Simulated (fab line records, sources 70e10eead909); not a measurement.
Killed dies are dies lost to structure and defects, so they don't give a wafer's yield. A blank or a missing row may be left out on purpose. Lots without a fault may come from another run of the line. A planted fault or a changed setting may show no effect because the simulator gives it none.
Which tool did it? | flow nand_harc | 23 lots, 69 wafers sampled, at 6 steps of a route of 1159

WHAT THE GAUGES READ, wafer by wafer
The record holds no reading of a measuring or inspecting step that can be judged against a usual standard deviation.

WHICH TOOL RAN EACH LOT (tool, then ch and the chambers of the sampled wafers, then the start)
lot  | NHARC_A_STAIRCASE_ETCH_17                     | NHARC_A_STAIRCASE_TRIM_20          | NHARC_A_STAIRCASE_ETCH_21                     | NHARC_A_STAIRCASE_TRIM_189                    | NHARC_A_STAIRCASE_ETCH_192                    | NHARC_A_STAIRCASE_STRIP_205
L075 | rie_diel-13 ch 1,2,3, day 11 05:17 or earlier | rie_diel-04 ch 0,1,3, day 11 05:17 | rie_diel-04 ch 0,1,2, day 11 10:17 or earlier | rie_diel-13 ch 0,3, day 11 10:17 or earlier   | rie_diel-13 ch 0,1,2, day 11 10:17 or earlier | plasma_asher-01 ch 1, day 11 10:17
L074 | rie_diel-13 ch 0,2,3, day 11 05:26 or earlier | rie_diel-08 ch 0,1,3, day 11 05:26 | rie_diel-08 ch 0,1,3, day 11 11:21 or earlier | rie_diel-13 ch 1,2,3, day 11 11:21 or earlier | rie_diel-13 ch 0,1,3, day 11 11:21 or earlier | plasma_asher-02 ch 0,1, day 11 11:21
L076 | rie_diel-04 ch 0,2, day 11 14:43 or earlier   | rie_diel-04 ch 1,3, day 11 14:43   | rie_diel-04 ch 0,1,2, day 11 19:39 or earlier | rie_diel-13 ch 0,3, day 11 19:39 or earlier   | rie_diel-13 ch 2,3, day 11 19:39 or earlier   | plasma_asher-01 ch 0,1, day 11 19:39
L077 | rie_diel-08 ch 1,3, day 11 15:28 or earlier   | rie_diel-08 ch 1,3, day 11 15:28   | rie_diel-08 ch 1,3, day 11 21:12 or earlier   | rie_diel-08 ch 0,1,3, day 11 21:12 or earlier | rie_diel-08 ch 0,1,3, day 11 21:12 or earlier | plasma_asher-02 ch 0,1, day 11 21:12
L081 | rie_diel-04 ch 0,1, day 12 11:11 or earlier   | rie_diel-04 ch 2,3, day 12 11:11   | rie_diel-04 ch 1,2,3, day 12 17:06 or earlier | rie_diel-04 ch 0,2, day 12 17:06 or earlier   | rie_diel-04 ch 0,2, day 12 17:06 or earlier   | plasma_asher-02 ch 0,1, day 12 17:06
L080 | rie_diel-08 ch 0,1, day 12 11:51 or earlier   | rie_diel-08 ch 0,1,3, day 12 11:51 | rie_diel-08 ch 1,3, day 12 21:52 or earlier   | rie_diel-08 ch 0,3, day 12 21:52 or earlier   | rie_diel-08 ch 0,1, day 12 21:52 or earlier   | plasma_asher-01 ch 0,1, day 12 21:52
L084 | rie_diel-04 ch 1,2, day 12 16:02 or earlier   | rie_diel-08 ch 0,1,3, day 12 16:02 | rie_diel-08 ch 1,3, day 13 03:09 or earlier   | rie_diel-04 ch 0,1,2, day 13 03:09 or earlier | rie_diel-04 ch 1,2, day 13 03:09 or earlier   | plasma_asher-02 ch 0,1, day 13 03:09
L082 | rie_diel-04 ch 0,2, day 12 16:26 or earlier   | rie_diel-08 ch 0,1,3, day 12 16:26 | rie_diel-08 ch 0,1,3, day 13 03:25 or earlier | rie_diel-13 ch 0,2, day 13 03:25 or earlier   | rie_diel-13 ch 2,3, day 13 03:25 or earlier   | plasma_asher-01 ch 0,1, day 13 03:25
L083 | rie_diel-04 ch 0,1,3, day 13 00:46 or earlier | rie_diel-08 ch 1,3, day 13 00:46   | rie_diel-08 ch 0,3, day 13 08:43 or earlier   | rie_diel-08 ch 0,1,3, day 13 08:43 or earlier | rie_diel-08 ch 0,1, day 13 08:43 or earlier   | plasma_asher-02 ch 1, day 13 08:43
L079 | rie_diel-08 ch 0,1, day 13 02:00 or earlier   | rie_diel-08 ch 0,1,3, day 13 02:00 | rie_diel-08 ch 0,1,3, day 13 09:04 or earlier | rie_diel-13 ch 1,2, day 13 09:04 or earlier   | rie_diel-13 ch 1,2,3, day 13 09:04 or earlier | plasma_asher-01 ch 0,1, day 13 09:04
L086 | rie_diel-04 ch 0,1,2, day 13 17:14 or earlier | rie_diel-13 ch 0,1,2, day 13 17:14 | rie_diel-13 ch 1,2,3, day 14 02:19 or earlier | rie_diel-04 ch 0,1,2, day 14 02:19 or earlier | rie_diel-04 ch 0,1,2, day 14 02:19 or earlier | plasma_asher-01 ch 0,1, day 14 02:19
L088 | rie_diel-13 ch 0,1,2, day 13 17:35 or earlier | rie_diel-13 ch 1,2,3, day 13 17:35 | rie_diel-13 ch 0,1,2, day 13 23:41 or earlier | rie_diel-13 ch 0,1,3, day 13 23:41 or earlier | rie_diel-13 ch 1,2,3, day 13 23:41 or earlier | plasma_asher-02 ch 0,1, day 13 23:41
L087 | rie_diel-08 ch 0,3, day 14 01:13 or earlier   | rie_diel-08 ch 0,1,3, day 14 01:13 | rie_diel-08 ch 0,3, day 14 07:44 or earlier   | rie_diel-13 ch 0,1,2, day 14 07:44 or earlier | rie_diel-13 ch 0,1,2, day 14 07:44 or earlier | plasma_asher-01 ch 0,1, day 14 07:44
L085 | rie_diel-08 ch 0,1,3, day 14 01:37 or earlier | rie_diel-13 ch 1,3, day 14 01:37   | rie_diel-13 ch 1,3, day 14 08:15 or earlier   | rie_diel-08 ch 0,1, day 14 08:15 or earlier   | rie_diel-08 ch 1,3, day 14 08:15 or earlier   | plasma_asher-02 ch 0,1, day 14 08:15
L089 | rie_diel-13 ch 1,2,3, day 14 15:16 or earlier | rie_diel-08 ch 1,3, day 14 15:16   | rie_diel-08 ch 0,3, day 14 21:29 or earlier   | rie_diel-04 ch 1,2,3, day 14 21:29 or earlier | rie_diel-04 ch 1,2, day 14 21:29 or earlier   | plasma_asher-01 ch 0,1, day 14 21:29
L091 | rie_diel-13 ch 0,3, day 14 20:17 or earlier   | rie_diel-04 ch 0,1,2, day 14 20:17 | rie_diel-04 ch 1,3, day 15 01:19 or earlier   | rie_diel-13 ch 2,3, day 15 01:19 or earlier   | rie_diel-13 ch 1,3, day 15 01:19 or earlier   | plasma_asher-02 ch 0,1, day 15 01:19
L090 | rie_diel-13 ch 0,1,2, day 14 22:05 or earlier | rie_diel-08 ch 0,2, day 14 22:05   | rie_diel-08 ch 0,1,2, day 15 03:22 or earlier | rie_diel-13 ch 0,1,2, day 15 03:22 or earlier | rie_diel-13 ch 2,3, day 15 03:22 or earlier   | plasma_asher-01 ch 1, day 15 03:22
L093 | rie_diel-13 ch 0,1,2, day 15 04:47 or earlier | rie_diel-08 ch 0,2,3, day 15 04:47 | rie_diel-08 ch 0,2,3, day 15 09:39 or earlier | rie_diel-13 ch 0,2,3, day 15 09:39 or earlier | rie_diel-13 ch 1,2,3, day 15 09:39 or earlier | plasma_asher-02 ch 0,1, day 15 09:39
L092 | rie_diel-13 ch 1,3, day 15 05:22 or earlier   | rie_diel-04 ch 0,2,3, day 15 05:22 | rie_diel-04 ch 2,3, day 15 10:20 or earlier   | rie_diel-04 ch 0,1,2, day 15 10:20 or earlier | rie_diel-04 ch 1,2, day 15 10:20 or earlier   | plasma_asher-02 ch 0,1, day 15 10:20
L094 | rie_diel-04 ch 1,2,3, day 15 15:22 or earlier | rie_diel-04 ch 0,2, day 15 15:22   | rie_diel-04 ch 0,2,3, day 15 20:38 or earlier | rie_diel-13 ch 1,3, day 15 20:38 or earlier   | rie_diel-13 ch 0,3, day 15 20:38 or earlier   | plasma_asher-01 ch 0,1, day 15 20:38
L095 | rie_diel-08 ch 0,1,3, day 15 16:14 or earlier | rie_diel-13 ch 0,1, day 15 16:14   | rie_diel-13 ch 2,3, day 15 21:24 or earlier   | rie_diel-08 ch 2,3, day 15 21:24 or earlier   | rie_diel-08 ch 1,2,3, day 15 21:24 or earlier | plasma_asher-02 ch 0,1, day 15 21:24
L096 | rie_diel-08 ch 0,2,3, day 16 13:32 or earlier | rie_diel-13 ch 0,2,3, day 16 13:32 | rie_diel-13 ch 0,1,2, day 16 18:16 or earlier | rie_diel-08 ch 0,2,3, day 16 18:16 or earlier | rie_diel-08 ch 0,1,2, day 16 18:16 or earlier | plasma_asher-01 ch 0,1, day 16 18:16
L097 | rie_diel-08 ch 0,1,3, day 17 01:01 or earlier | rie_diel-04 ch 2,3, day 17 01:01   | rie_diel-04 ch 1,2, day 17 07:19 or earlier   | rie_diel-04 ch 1,2, day 17 07:19 or earlier   | rie_diel-04 ch 1,3, day 17 07:19 or earlier   | plasma_asher-01 ch 0,1, day 17 07:19
- NHARC_A_STAIRCASE_ETCH_17: etches the open film in C4F8/O2, target depth 100 nm, time 40.5 s.
- NHARC_A_STAIRCASE_TRIM_20: chemistry O2, time 211.2 s.
- NHARC_A_STAIRCASE_ETCH_21: etches the open film in C4F8/O2, target depth 100 nm, time 40.5 s.
- NHARC_A_STAIRCASE_TRIM_189: chemistry O2, time 211.2 s.
- NHARC_A_STAIRCASE_ETCH_192: etches the open film in C4F8/O2, target depth 100 nm, time 40.5 s.
- NHARC_A_STAIRCASE_STRIP_205: strips in O2.

WHAT THE TOOLS THEMSELVES READ (means of the sampled wafers that have a number; where no wafer has one, the mark that the record gives instead)
NHARC_A_STAIRCASE_ETCH_17.
lot  | tool        | chamber_pressure_mTorr (mTorr) | oes_product_au (a.u.) | rf_vpp_V (V)
L075 | rie_diel-13 | 25.012                         | 0.933                 | 895
L074 | rie_diel-13 | 25.007                         | 0.938                 | 895
L076 | rie_diel-04 | 25.005                         | 0.943                 | 893
L077 | rie_diel-08 | 24.986                         | 0.934                 | 892
L081 | rie_diel-04 | 25.009                         | 0.925                 | 900
L080 | rie_diel-08 | 25.010                         | 0.938                 | 891
L084 | rie_diel-04 | 25.024                         | 0.938                 | 898
L082 | rie_diel-04 | 25.015                         | 0.924                 | 895
L083 | rie_diel-04 | 25.011                         | 0.924                 | 901
L079 | rie_diel-08 | 24.991                         | 0.914                 | 894
L086 | rie_diel-04 | 24.993                         | 0.938                 | 896
L088 | rie_diel-13 | 25.002                         | 0.940                 | 895
L087 | rie_diel-08 | 24.981                         | 0.935                 | 896
L085 | rie_diel-08 | 25.010                         | 0.939                 | 893
L089 | rie_diel-13 | 25.010                         | 0.941                 | 896
L091 | rie_diel-13 | 24.974                         | 0.938                 | 892
L090 | rie_diel-13 | 24.987                         | 0.947                 | 895
L093 | rie_diel-13 | 24.993                         | 0.941                 | 895
L092 | rie_diel-13 | 24.992                         | 0.934                 | 893
L094 | rie_diel-04 | 24.984                         | 0.930                 | 897
L095 | rie_diel-08 | 24.995                         | 0.946                 | 893
L096 | rie_diel-08 | 25.016                         | 0.942                 | 896
L097 | rie_diel-08 | 24.995                         | 0.926                 | 893

NHARC_A_STAIRCASE_TRIM_20.
lot  | tool        | chamber_pressure_mTorr (mTorr) | drypump_motor_current_A (A) | oes_product_au (a.u.) | rf_vpp_V (V) | showerhead_plenum_p_Torr (Torr) | throttle_valve_pct (%)
L075 | rie_diel-04 | 59.99                          | 5.9                         | 0.995                 | 57.1         | 3.65                            | 17.042
L074 | rie_diel-08 | 60.00                          | 6.1                         | 0.985                 | 57.9         | 3.47                            | 17.034
L076 | rie_diel-04 | 60.00                          | 5.9                         | 0.990                 | 58.7         | 3.68                            | 17.037
L077 | rie_diel-08 | 59.96                          | 6.0                         | 0.989                 | 58.0         | 3.44                            | 17.036
L081 | rie_diel-04 | 59.96                          | 5.9                         | 0.989                 | 57.3         | 3.57                            | 17.042
L080 | rie_diel-08 | 59.93                          | 6.1                         | 0.992                 | 56.8         | 3.46                            | 17.032
L084 | rie_diel-08 | 59.97                          | 6.1                         | 0.994                 | 57.1         | 3.46                            | 17.031
L082 | rie_diel-08 | 60.01                          | 6.1                         | 0.986                 | 57.2         | 3.46                            | 17.041
L083 | rie_diel-08 | 60.04                          | 6.0                         | 0.997                 | 57.6         | 3.43                            | 17.042
L079 | rie_diel-08 | 59.98                          | 6.1                         | 0.992                 | 57.7         | 3.46                            | 17.044
L086 | rie_diel-13 | 60.04                          | 5.5                         | 1.002                 | 57.8         | 3.49                            | 17.031
L088 | rie_diel-13 | 60.01                          | 5.5                         | 1.007                 | 57.6         | 3.52                            | 17.037
L087 | rie_diel-08 | 60.02                          | 6.1                         | 0.999                 | 57.6         | 3.45                            | 17.035
L085 | rie_diel-13 | 59.93                          | 5.5                         | 1.007                 | 57.3         | 3.44                            | 17.035
L089 | rie_diel-08 | 60.02                          | 6.1                         | 1.014                 | 56.6         | 3.38                            | 17.040
L091 | rie_diel-04 | 60.03                          | 5.7                         | 0.992                 | 57.8         | 3.54                            | 17.035
L090 | rie_diel-08 | 60.02                          | 6.0                         | 1.002                 | 57.7         | 3.57                            | 17.033
L093 | rie_diel-08 | 60.05                          | 5.9                         | 1.002                 | 57.4         | 3.54                            | 17.028
L092 | rie_diel-04 | 60.01                          | 5.9                         | 0.996                 | 57.8         | 3.52                            | 17.042
L094 | rie_diel-04 | 59.97                          | 5.6                         | 0.988                 | 57.7         | 3.42                            | 17.032
L095 | rie_diel-13 | 60.02                          | 5.3                         | 1.007                 | 57.4         | 3.42                            | 17.035
L096 | rie_diel-13 | 59.95                          | 5.6                         | 0.999                 | 56.4         | 3.47                            | 17.036
L097 | rie_diel-04 | 60.00                          | 5.6                         | 1.000                 | 57.7         | 3.45                            | 17.029

NHARC_A_STAIRCASE_ETCH_21.
lot  | tool        | chamber_pressure_mTorr (mTorr) | oes_product_au (a.u.) | rf_vpp_V (V)
L075 | rie_diel-04 | 24.999                         | 0.934                 | 896
L074 | rie_diel-08 | 25.020                         | 0.945                 | 894
L076 | rie_diel-04 | 25.024                         | 0.936                 | 897
L077 | rie_diel-08 | 24.981                         | 0.937                 | 891
L081 | rie_diel-04 | 24.991                         | 0.944                 | 898
L080 | rie_diel-08 | 24.995                         | 0.930                 | 892
L084 | rie_diel-08 | 24.996                         | 0.925                 | 891
L082 | rie_diel-08 | 24.998                         | 0.923                 | 894
L083 | rie_diel-08 | 24.999                         | 0.919                 | 896
L079 | rie_diel-08 | 25.021                         | 0.922                 | 893
L086 | rie_diel-13 | 25.001                         | 0.956                 | 896
L088 | rie_diel-13 | 24.986                         | 0.939                 | 894
L087 | rie_diel-08 | 25.004                         | 0.936                 | 896
L085 | rie_diel-13 | 24.999                         | 0.944                 | 894
L089 | rie_diel-08 | 25.026                         | 0.954                 | 895
L091 | rie_diel-04 | 24.986                         | 0.947                 | 902
L090 | rie_diel-08 | 25.025                         | 0.980                 | 894
L093 | rie_diel-08 | 24.998                         | 0.976                 | 898
L092 | rie_diel-04 | 25.011                         | 0.951                 | 897
L094 | rie_diel-04 | 24.994                         | 0.926                 | 895
L095 | rie_diel-13 | 25.016                         | 0.981                 | 898
L096 | rie_diel-13 | 24.991                         | 0.957                 | 894
L097 | rie_diel-04 | 25.012                         | 0.968                 | 893

NHARC_A_STAIRCASE_TRIM_189.
lot  | tool        | chamber_pressure_mTorr (mTorr) | drypump_motor_current_A (A) | oes_product_au (a.u.) | rf_vpp_V (V) | showerhead_plenum_p_Torr (Torr) | throttle_valve_pct (%)
L075 | rie_diel-13 | 60.05                          | 5.6                         | 0.994                 | 58.1         | 3.43                            | 17.035
L074 | rie_diel-13 | 60.03                          | 5.5                         | 1.006                 | 57.2         | 3.53                            | 17.032
L076 | rie_diel-13 | 60.02                          | 5.6                         | 0.994                 | 56.9         | 3.43                            | 17.038
L077 | rie_diel-08 | 59.99                          | 6.1                         | 0.998                 | 57.8         | 3.46                            | 17.036
L081 | rie_diel-04 | 60.05                          | 5.6                         | 0.995                 | 57.9         | 3.43                            | 17.042
L080 | rie_diel-08 | 60.02                          | 6.0                         | 0.990                 | 57.2         | 3.51                            | 17.038
L084 | rie_diel-04 | 60.02                          | 5.7                         | 0.995                 | 58.2         | 3.55                            | 17.033
L082 | rie_diel-13 | 59.96                          | 5.5                         | 0.993                 | 57.1         | 3.47                            | 17.031
L083 | rie_diel-08 | 60.01                          | 6.1                         | 0.991                 | 57.5         | 3.46                            | 17.033
L079 | rie_diel-13 | 59.96                          | 5.5                         | 1.011                 | 57.7         | 3.59                            | 17.043
L086 | rie_diel-04 | 59.95                          | 5.7                         | 0.994                 | 56.9         | 3.54                            | 17.045
L088 | rie_diel-13 | 60.02                          | 5.4                         | 0.996                 | 57.2         | 3.42                            | 17.037
L087 | rie_diel-13 | 60.02                          | 5.5                         | 1.004                 | 57.3         | 3.49                            | 17.041
L085 | rie_diel-08 | 59.99                          | 6.3                         | 1.002                 | 57.9         | 3.48                            | 17.036
L089 | rie_diel-04 | 59.97                          | 5.7                         | 0.999                 | 58.2         | 3.57                            | 17.043
L091 | rie_diel-13 | 60.01                          | 5.6                         | 0.996                 | 57.4         | 3.51                            | 17.032
L090 | rie_diel-13 | 59.98                          | 5.4                         | 1.002                 | 57.1         | 3.48                            | 17.034
L093 | rie_diel-13 | 60.05                          | 5.6                         | 1.006                 | 57.8         | 3.48                            | 17.037
L092 | rie_diel-04 | 60.01                          | 5.7                         | 0.988                 | 57.9         | 3.53                            | 17.042
L094 | rie_diel-13 | 60.02                          | 5.3                         | 1.004                 | 57.6         | 3.44                            | 17.038
L095 | rie_diel-08 | 60.03                          | 5.7                         | 1.014                 | 57.4         | 3.55                            | 17.034
L096 | rie_diel-08 | 60.00                          | 5.9                         | 1.005                 | 57.7         | 3.53                            | 17.032
L097 | rie_diel-04 | 59.97                          | 5.4                         | 1.000                 | 58.5         | 3.46                            | 17.035

NHARC_A_STAIRCASE_ETCH_192.
lot  | tool        | chamber_pressure_mTorr (mTorr) | oes_product_au (a.u.) | rf_vpp_V (V)
L075 | rie_diel-13 | 24.982                         | 0.936                 | 895
L074 | rie_diel-13 | 24.977                         | 0.921                 | 892
L076 | rie_diel-13 | 24.986                         | 0.954                 | 896
L077 | rie_diel-08 | 25.005                         | 0.936                 | 893
L081 | rie_diel-04 | 25.002                         | 0.938                 | 895
L080 | rie_diel-08 | 24.967                         | 0.931                 | 892
L084 | rie_diel-04 | 25.028                         | 0.927                 | 894
L082 | rie_diel-13 | 24.988                         | 0.959                 | 898
L083 | rie_diel-08 | 24.995                         | 0.923                 | 894
L079 | rie_diel-13 | 25.019                         | 0.947                 | 896
L086 | rie_diel-04 | 25.019                         | 0.934                 | 896
L088 | rie_diel-13 | 25.003                         | 0.945                 | 896
L087 | rie_diel-13 | 25.008                         | 0.945                 | 894
L085 | rie_diel-08 | 25.012                         | 0.940                 | 892
L089 | rie_diel-04 | 25.011                         | 0.933                 | 898
L091 | rie_diel-13 | 24.995                         | 0.934                 | 893
L090 | rie_diel-13 | 24.992                         | 0.944                 | 898
L093 | rie_diel-13 | 24.997                         | 0.944                 | 896
L092 | rie_diel-04 | 24.998                         | 0.951                 | 897
L094 | rie_diel-13 | 24.998                         | 0.938                 | 892
L095 | rie_diel-08 | 24.988                         | 0.941                 | 893
L096 | rie_diel-08 | 25.021                         | 0.946                 | 895
L097 | rie_diel-04 | 24.993                         | 0.935                 | 901

NHARC_A_STAIRCASE_STRIP_205.
lot  | tool            | drypump_motor_current_A (A) | heater_power_w (W)
L075 | plasma_asher-01 | 5.45                        | 333
L074 | plasma_asher-02 | 5.35                        | 304
L076 | plasma_asher-01 | 5.47                        | 341
L077 | plasma_asher-02 | 5.37                        | 302
L081 | plasma_asher-02 | 5.38                        | 310
L080 | plasma_asher-01 | 5.50                        | 330
L084 | plasma_asher-02 | 5.39                        | 306
L082 | plasma_asher-01 | 5.53                        | 333
L083 | plasma_asher-02 | 5.40                        | 301
L079 | plasma_asher-01 | 5.50                        | 330
L086 | plasma_asher-01 | 5.53                        | 333
L088 | plasma_asher-02 | 5.37                        | 310
L087 | plasma_asher-01 | 5.47                        | 333
L085 | plasma_asher-02 | 5.37                        | 304
L089 | plasma_asher-01 | 5.46                        | 328
L091 | plasma_asher-02 | 5.34                        | 307
L090 | plasma_asher-01 | 5.42                        | 335
L093 | plasma_asher-02 | 5.37                        | 307
L092 | plasma_asher-02 | 5.36                        | 305
L094 | plasma_asher-01 | 5.48                        | 334
L095 | plasma_asher-02 | 5.33                        | 311
L096 | plasma_asher-01 | 5.49                        | 336
L097 | plasma_asher-01 | 5.48                        | 336

THE ANSWER, worked out from the rows above alone
Rule: what is usual is taken from the lots themselves. Put in order of their means at a reading, lots are off if they are a third of the lots or fewer, leave a main group of 4 or more, and stand apart from it by a gap of 3 or more times the standard deviation of the main group's means; of several such gaps the widest counts. A main group whose means are all the same, to the digits that the tables above print for the reading, isn't used. A lot without any number at a reading at which 4 lots or more have one is off too. The other lots that the step has rows for count as sound. The gauges are gone through in route order, then the tools' own readings, and for those a lot's mean is taken as printed above. The first step at which some lot is off is used, and at that step the reading that is off furthest; a lot without a number counts as furthest.
No lot is off at any reading shown: from this, nothing can be told.

WHAT THE SIMULATOR HAD PUT IN
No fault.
